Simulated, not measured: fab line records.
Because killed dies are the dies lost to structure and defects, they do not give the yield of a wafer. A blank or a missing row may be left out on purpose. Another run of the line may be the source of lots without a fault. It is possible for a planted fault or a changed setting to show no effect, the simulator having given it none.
Chamber matching / flow n5_finfet / 4 sister chambers for N5_FIN_CUT_ETCH_21 on rie_diel-02
The step etches SOC in N2/H2, target depth 219 nm, overetch 43.8 nm, time 523.5 s. 20 wafers are shown with their chamber, then 10 later ones without.

WAFERS WITH THEIR CHAMBER
wafer=L075.1; chamber=1; showerhead_plenum_p_Torr (Torr)=2.47; throttle_valve_pct (%)=18.10; drypump_motor_current_A (A)=6.0
wafer=L075.3; chamber=2; showerhead_plenum_p_Torr (Torr)=2.66; throttle_valve_pct (%)=17.86; drypump_motor_current_A (A)=6.3
wafer=L075.5; chamber=3; showerhead_plenum_p_Torr (Torr)=2.53; throttle_valve_pct (%)=17.67; drypump_motor_current_A (A)=5.9
wafer=L077.2; chamber=0; showerhead_plenum_p_Torr (Torr)=2.53; throttle_valve_pct (%)=17.92; drypump_motor_current_A (A)=5.8
wafer=L077.5; chamber=1; showerhead_plenum_p_Torr (Torr)=2.47; throttle_valve_pct (%)=18.09; drypump_motor_current_A (A)=6.0
wafer=L077.6; chamber=0; showerhead_plenum_p_Torr (Torr)=2.53; throttle_valve_pct (%)=17.93; drypump_motor_current_A (A)=5.8
wafer=L079.1; chamber=1; showerhead_plenum_p_Torr (Torr)=2.47; throttle_valve_pct (%)=18.10; drypump_motor_current_A (A)=6.0
wafer=L079.2; chamber=3; showerhead_plenum_p_Torr (Torr)=2.52; throttle_valve_pct (%)=17.66; drypump_motor_current_A (A)=5.8
wafer=L079.5; chamber=1; showerhead_plenum_p_Torr (Torr)=2.47; throttle_valve_pct (%)=18.11; drypump_motor_current_A (A)=6.0
wafer=L081.2; chamber=1; showerhead_plenum_p_Torr (Torr)=2.47; throttle_valve_pct (%)=18.12; drypump_motor_current_A (A)=6.1
wafer=L081.4; chamber=0; showerhead_plenum_p_Torr (Torr)=2.53; throttle_valve_pct (%)=17.91; drypump_motor_current_A (A)=5.8
wafer=L081.5; chamber=3; showerhead_plenum_p_Torr (Torr)=2.52; throttle_valve_pct (%)=17.68; drypump_motor_current_A (A)=5.8
wafer=L086.2; chamber=3; showerhead_plenum_p_Torr (Torr)=2.52; throttle_valve_pct (%)=17.71; drypump_motor_current_A (A)=5.8
wafer=L086.4; chamber=2; showerhead_plenum_p_Torr (Torr)=2.65; throttle_valve_pct (%)=17.88; drypump_motor_current_A (A)=6.3
wafer=L086.6; chamber=3; showerhead_plenum_p_Torr (Torr)=2.52; throttle_valve_pct (%)=17.68; drypump_motor_current_A (A)=5.8
wafer=L087.1; chamber=1; showerhead_plenum_p_Torr (Torr)=2.47; throttle_valve_pct (%)=18.14; drypump_motor_current_A (A)=6.0
wafer=L087.3; chamber=0; showerhead_plenum_p_Torr (Torr)=2.52; throttle_valve_pct (%)=17.96; drypump_motor_current_A (A)=5.7
wafer=L087.5; chamber=1; showerhead_plenum_p_Torr (Torr)=2.47; throttle_valve_pct (%)=18.13; drypump_motor_current_A (A)=6.0
wafer=L088.1; chamber=0; showerhead_plenum_p_Torr (Torr)=2.52; throttle_valve_pct (%)=17.95; drypump_motor_current_A (A)=5.8
wafer=L088.2; chamber=1; showerhead_plenum_p_Torr (Torr)=2.47; throttle_valve_pct (%)=18.15; drypump_motor_current_A (A)=6.0

SIGNATURES (averages over the wafers above)
reading=showerhead_plenum_p_Torr; chamber 0=2.5260; chamber 1=2.4700; chamber 2=2.6550; chamber 3=2.5220; scatter within a chamber=0.00395
reading=throttle_valve_pct; chamber 0=17.9340; chamber 1=18.1175; chamber 2=17.8700; chamber 3=17.6800; scatter within a chamber=0.0201
reading=drypump_motor_current_A; chamber 0=5.780; chamber 1=6.013; chamber 2=6.300; chamber 3=5.820; scatter within a chamber=0.0393
Rule: a wafer's distance from a chamber is the root of the sum, over the readings, of the square of ((its reading less the chamber's mean) divided by the reading's scatter). The wafer belongs to the nearest chamber; if the next one is less than 2 further off, it can't be placed. The scatter: take each reading less its chamber's mean, square it, sum over the shown wafers, divide by the number of wafers less the number of chambers, and take the root.

WAFERS WITH NO CHAMBER GIVEN
wafer=L088.4; showerhead_plenum_p_Torr (Torr)=2.52; throttle_valve_pct (%)=17.96; drypump_motor_current_A (A)=5.8
wafer=L091.3; showerhead_plenum_p_Torr (Torr)=2.51; throttle_valve_pct (%)=17.73; drypump_motor_current_A (A)=5.8
wafer=L091.4; showerhead_plenum_p_Torr (Torr)=2.46; throttle_valve_pct (%)=18.15; drypump_motor_current_A (A)=6.0
wafer=L091.6; showerhead_plenum_p_Torr (Torr)=2.52; throttle_valve_pct (%)=17.97; drypump_motor_current_A (A)=5.8
wafer=L093.4; showerhead_plenum_p_Torr (Torr)=2.51; throttle_valve_pct (%)=17.73; drypump_motor_current_A (A)=5.9
wafer=L093.5; showerhead_plenum_p_Torr (Torr)=2.64; throttle_valve_pct (%)=17.91; drypump_motor_current_A (A)=6.3
wafer=L093.6; showerhead_plenum_p_Torr (Torr)=2.51; throttle_valve_pct (%)=17.72; drypump_motor_current_A (A)=5.9
wafer=L095.1; showerhead_plenum_p_Torr (Torr)=2.51; throttle_valve_pct (%)=17.72; drypump_motor_current_A (A)=5.9
wafer=L095.4; showerhead_plenum_p_Torr (Torr)=2.64; throttle_valve_pct (%)=17.92; drypump_motor_current_A (A)=6.3
wafer=L095.5; showerhead_plenum_p_Torr (Torr)=2.51; throttle_valve_pct (%)=17.74; drypump_motor_current_A (A)=5.9

CHAMBER TAKEN BY EACH
wafer=L088.4; from the rows above=0; in truth=0
wafer=L091.3; from the rows above=3; in truth=3
wafer=L091.4; from the rows above=1; in truth=1
wafer=L091.6; from the rows above=0; in truth=0
wafer=L093.4; from the rows above=3; in truth=3
wafer=L093.5; from the rows above=2; in truth=2
wafer=L093.6; from the rows above=3; in truth=3
wafer=L095.1; from the rows above=3; in truth=3
wafer=L095.4; from the rows above=2; in truth=2
wafer=L095.5; from the rows above=3; in truth=3
Correctly placed: 10 of 10. Number that these rows cannot place: 0. 0 placed wrongly.
